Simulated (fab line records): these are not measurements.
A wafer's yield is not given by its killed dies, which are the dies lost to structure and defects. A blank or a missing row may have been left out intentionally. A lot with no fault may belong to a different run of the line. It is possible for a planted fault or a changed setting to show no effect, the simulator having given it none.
Matching of chambers ; flow nand harc ; 4 sister chambers for NHARC_A_STAIRCASE_CMP_472 on cmp-03
The step polishes SiO2. 14 wafers are shown with their chamber, then 7 later ones without.

## WAFERS PAIRED WITH THEIR CHAMBERS
wafer;chamber;motor current A (A)
L079.2;0;12.6
L079.4;1;13.1
L079.6;0;13.0
L078.2;1;13.4
L078.4;3;12.2
L078.6;3;12.7
L084.2;2;10.9
L084.4;1;13.7
L084.5;2;10.9
L086.1;3;12.5
L086.2;0;12.8
L086.4;1;13.3
L088.1;0;12.8
L088.4;1;12.7

SIGNATURES (means of the wafers above)
reading;chamber 0;chamber 1;chamber 2;chamber 3;scatter within a chamber
motor current A;12.800;13.240;10.900;12.467;0.275
Rule: a wafer lies at a distance from a chamber equal to the root of the sum of squares, over the readings, of (its reading less the chamber's mean, divided by the reading's scatter). The wafer belongs to the nearest chamber; if the next one is less than 2 further off, it can't be placed. The scatter: the root of (the sum of the squares of (reading less its chamber's mean) over the shown wafers, divided by (wafers less chambers)).

## WAFERS WITH NO CHAMBER GIVEN
wafer;motor current A (A)
L088.5;12.7
L092.1;12.9
L092.4;13.4
L092.6;10.5
L094.3;12.3
L094.5;11.0
L094.6;13.6

## WHICH CHAMBER EACH ONE RAN IN
wafer;from the rows above;in truth
L088.5;can't be placed: 0 or 3 or 1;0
L092.1;can't be placed: 0 or 1 or 3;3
L092.4;can't be placed: 1 or 0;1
L092.6;2;2
L094.3;can't be placed: 3 or 0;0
L094.5;2;2
L094.6;can't be placed: 1 or 0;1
Correctly placed: 2 of 7. Can't be placed from these rows: 5 (the true chamber is among the candidates in 5). 0 placed wrongly.
